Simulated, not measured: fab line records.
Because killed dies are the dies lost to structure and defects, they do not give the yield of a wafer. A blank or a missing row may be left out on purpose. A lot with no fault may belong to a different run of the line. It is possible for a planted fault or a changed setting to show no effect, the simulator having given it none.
Matching of chambers ; flow n5-finfet ; N5_BEOL_M9_ETCH_65 on rie-diel-02 has 4 sister chambers
The step etches SiARC in CF4, target depth 15.6 nm, time 26 s. 14 wafers are shown with their chamber, then 7 later ones without.

## WAFERS WITH THEIR CHAMBER
wafer;chamber;throttle-valve-pct (%);showerhead-plenum-p-Torr (Torr);oes-product-au (a.u.)
L074.1;3;15.90;2.10;0.60
L074.4;3;15.89;2.10;0.60
L074.6;0;15.41;2.18;0.78
L084.1;0;15.42;2.18;0.77
L084.3;3;15.90;2.10;0.60
L084.4;1;15.41;2.04;0.60
L087.1;3;15.91;2.10;0.59
L087.2;1;15.41;2.03;0.59
L087.5;1;15.41;2.03;0.59
L076.3;1;15.40;2.03;0.59
L076.4;2;15.14;2.10;0.84
L076.6;0;15.41;2.18;0.76
L092.1;1;15.44;2.03;0.58
L092.2;0;15.42;2.17;0.75

SIGNATURES (averages over the wafers above)
reading;chamber 0;chamber 1;chamber 2;chamber 3;scatter within a chamber
throttle-valve-pct;15.4150;15.4140;15.1400;15.9000;0.011
showerhead-plenum-p-Torr;2.1775;2.0320;2.1000;2.1000;0.00394
oes-product-au;0.7650;0.5900;0.8400;0.5975;0.0088
Rule: for a wafer and a chamber, the distance is found by dividing, reading by reading, the gap between the wafer's reading and the chamber's mean by the reading's scatter, squaring, summing and taking the root. If the next closest chamber is less than 2 further off than the closest, the wafer can't be placed; otherwise it belongs to the closest. The scatter: take each reading less its chamber's mean, square it, sum over the shown wafers, divide by the number of wafers less the number of chambers, and take the root.

## WAFERS WITHOUT THEIR CHAMBER
wafer;throttle-valve-pct (%);showerhead-plenum-p-Torr (Torr);oes-product-au (a.u.)
L092.4;15.44;2.17;0.75
L093.2;15.17;2.10;0.80
L093.4;15.44;2.09;0.88
L093.6;15.42;2.03;0.58
L096.2;15.45;2.17;0.75
L096.5;15.17;2.10;0.80
L096.6;15.43;2.09;0.86

## WHICH CHAMBER EACH WENT THROUGH
wafer;from the rows above;in truth
L092.4;0;0
L093.2;2;2
L093.4;can't be placed: 0 or 2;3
L093.6;1;1
L096.2;0;0
L096.5;2;2
L096.6;can't be placed: 0 or 2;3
Placed correctly: 5 of 7. Can't be placed from these rows: 2 (the true chamber is among the candidates in 0). Placed wrongly: 0.
